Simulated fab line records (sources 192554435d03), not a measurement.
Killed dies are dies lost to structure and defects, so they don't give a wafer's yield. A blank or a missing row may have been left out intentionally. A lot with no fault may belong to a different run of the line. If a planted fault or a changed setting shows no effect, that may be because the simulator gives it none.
Matching of chambers	flow n5 finfet	rie diel-05 running N5_BEOL_M1_DESCUM_33: 4 sister chambers
The step chemistry O2, time 7 s. 8 wafers are shown with their chamber, then 11 later ones without.

== WAFERS PAIRED WITH THEIR CHAMBERS ==
wafer	chamber	showerhead plenum p Torr (Torr)	drypump motor current A (A)
L080.2	1	2.07	5.67
L082.1	0	2.07	5.82
L087.2	0	2.06	5.82
L087.5	3	2.00	5.99
L086.3	2	2.23	5.78
L086.4	1	2.07	5.67
L086.6	3	2.00	5.97
L093.1	2	2.22	5.81

== WAFERS WITHOUT THEIR CHAMBER ==
wafer	showerhead plenum p Torr (Torr)	drypump motor current A (A)
L093.3	2.07	5.68
L093.4	2.00	6.01
L095.1	2.22	5.80
L095.2	2.00	5.99
L095.3	2.06	5.81
L096.1	2.07	5.67
L096.4	2.00	5.99
L096.5	2.07	5.67
L097.2	2.22	5.80
L097.4	2.07	5.65
L097.5	2.00	6.00

== WHICH CHAMBER EACH WENT THROUGH ==
wafer	from the rows above	in truth
L093.3	1	1
L093.4	3	3
L095.1	2	2
L095.2	3	3
L095.3	0	0
L096.1	1	1
L096.4	3	3
L096.5	1	1
L097.2	2	2
L097.4	1	1
L097.5	3	3
Correctly placed: 11 of 11. Number that these rows cannot place: 0. 0 placed wrongly.
How it was worked out, from the rows above alone: a wafer's distance from a chamber is the root of the sum, over the readings, of the square of ((its reading less the chamber's mean) divided by the reading's scatter). If the next closest chamber is less than 2 further off than the closest, the wafer can't be placed; otherwise it belongs to the closest. Each chamber's mean is taken over the wafers shown for it. The scatter: take each reading less its chamber's mean, square it, sum over the shown wafers, divide by the number of wafers less the number of chambers, and take the root.
